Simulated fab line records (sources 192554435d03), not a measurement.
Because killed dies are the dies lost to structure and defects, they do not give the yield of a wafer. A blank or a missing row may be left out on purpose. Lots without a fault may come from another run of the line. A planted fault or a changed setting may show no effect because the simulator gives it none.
A struck lot beside a sound one + flow n5Finfet + 16 steps out of a route of 1938
Sound: wafers L121.2, L121.3, L121.4. Struck: wafer L110.4; the same lot's L110.1 was not struck, so it is left out; see the end for the cause.
Order at every step that has rows: each side's tool, ch and its chambers, its first start. Under that, the readings that differ: sound wafers + struck wafers + difference of the means + sigmas: that difference in standard deviations of wafers without a fault.
alike: same words and numbers on both sides, and readings whose means sit less than 2 such deviations apart. not compared: any withheld reading, any reading some wafer has no value for, any bound like >300 that may hide the same value, and any number with overlapping values for which the record gives no deviation.
Wherever a step has rows on one side only, a row that says differs or no value, or a row with sigmas, the two part there. Numbers that don't overlap but have no deviation are shown without sigmas and don't part them. Lack of a reading on every wafer of one side parts them only where that side has two or more wafers.

N5_BEOL_M4_ETCH_41: etches SiCN in CH3F/O2, target depth 29.9 nm, time 52.5 s.
  sound on rieDiel-05 ch 0,1,3; struck on rieDiel-01 ch 1
| reading             | sound   | struck | difference | sigmas |
|---------------------|---------|--------|------------|--------|
| rfHoursCounterH (h) | 13 55 1 | 93     | +70        |        |
  alike: drypumpMotorCurrentA, oesProductAu, rfVppV, showerheadPlenumPTorr, throttleValvePct
N5_BEOL_M4_STRIP_97: strips in N2/H2, time 10 s.
  sound on rieDiel-05 ch 0,1,3; struck on rieDiel-01 ch 1
| reading             | sound          | struck | difference | sigmas |
|---------------------|----------------|--------|------------|--------|
| rfHoursCounterH (h) | 13 55 1        | 93     | +70        |        |
| rfVppV (V)          | 59.5 59.9 60.7 | 61.8   | +1.8       | +2     |
  alike: drypumpMotorCurrentA, h2FlowSccm, oesProductAu, showerheadPlenumPTorr, tempC, throttleValvePct
N5_BEOL_M4_OCD_MEAS_38:
  sound: ocd-01 at day 13 15:35; struck: ocd-02 at day 10 06:19
  alike: trenchDepthNm
then, 4 steps without rows for these wafers: N5_BEOL_M4_HM_STRIP_39 (strips TiN in peroxide tin strip, target depth 25 nm, time 158 s); N5_BEOL_M4_SRD_40 (time 30 s); N5_BEOL_M4_PRECLEAN_42 (cleans in residue remover, time 60 s); N5_BEOL_M4_SRD_43 (time 30 s).
N5_BEOL_M4_CD_MEAS_35: target cd 18 nm, target cd y 22.4 nm.
  sound: cdSem-01 at day 13 15:44; struck: cdSem-01 at day 10 06:28
  alike: cdNm
N5_BEOL_M4_DEGAS_44: time 60 s.
  sound: pvdSputter-02 at day 13 16:01; struck: pvdSputter-03 at day 10 06:31
  alike: heaterPowerW
then, 1 step without rows for these wafers: N5_BEOL_M4_PRE_CLEAN_45 (time 30 s).
N5_BEOL_M4_ALD_84: deposits TaN, pulse time 2 s, purge time 3 s, co reactant purge time 2 s.
  sound on aldMetal-01 ch 0,1,3, day 13 16:07; struck on aldMetal-01 ch 2, day 10 06:37
  alike: heaterPowerW, precursorVesselCarrierSccm, precursorVesselPressureTorr
N5_BEOL_M4_SURFACE_TREAT_85:
  sound: pvdSputter-03 at day 13 16:21; struck: pvdSputter-01 at day 10 06:51
  not compared: pressureMtorr, throttleValvePct
N5_BEOL_M4_CVD_47: deposits Co from CCTBA/H2, target thk 3 nm, time 223.8 s.
  sound on cvdCo-02 ch 0,2, day 13 16:38; struck on cvdCo-01 ch 0, day 10 06:55
| reading        | sound             | struck | difference | sigmas |
|----------------|-------------------|--------|------------|--------|
| runLengthS (s) | 247.0 245.7 247.0 | 199.6  | -47.0      | -75    |
then, 1 step without rows for these wafers: N5_BEOL_M4_SPUTTER_48 (material Cu, target thk 4.5 nm, time 8.29 s).
N5_BEOL_M4_RC_MEAS_101:
  sound on prober-02 ch 0, day 14 00:24; struck on prober-02 ch 0, day 10 10:26
| reading        | sound          | struck | difference | sigmas |
|----------------|----------------|--------|------------|--------|
| DIBL_P (mV/V)  | 40.9 38.2 39.9 | 34.0   | -5.7       | -3     |
| IOFF_N (nA/um) | 0.22 0.18 0.20 | 0.12   | -0.08      | -3     |
| IOFF_P (nA/um) | 0.28 0.23 0.27 | 0.19   | -0.07      | -2     |
| ION_N (uA/um)  | 703 686 678    | 663    | -26        | -2     |
  alike: DIBL_N, ION_P, SS_N, SS_P, VT_N, VT_P
-- a jump in the record: the struck wafers' starts before and after are 4 days apart (it breaks off in module BEOL_M4 and resumes in module PASSIVATION, where the first step shown is number 1936 of the route) --
N5_PASSIVATION_PROBE_49:
  sound: prober-02 at day 19 06:43; struck: prober-01 at day 14 07:45
  alike: defectLimitedYield, killed_at_M0_to_M3, killed_at_M4_up, killedAtContacts, killedAtFrontEnd, killedAtOther, killedDies, killedOpen, killedShort, sort_bin_5_function, sort_bin_6_memory, sortNPass, sortYieldPct

== WHERE THEY PART ==
Earliest at N5_BEOL_M4_STRIP_97; latest, in this record, at N5_BEOL_M4_RC_MEAS_101. Later steps at which nothing parts them and some readings are alike: N5_PASSIVATION_PROBE_49.

WHY: the cause the simulator had injected
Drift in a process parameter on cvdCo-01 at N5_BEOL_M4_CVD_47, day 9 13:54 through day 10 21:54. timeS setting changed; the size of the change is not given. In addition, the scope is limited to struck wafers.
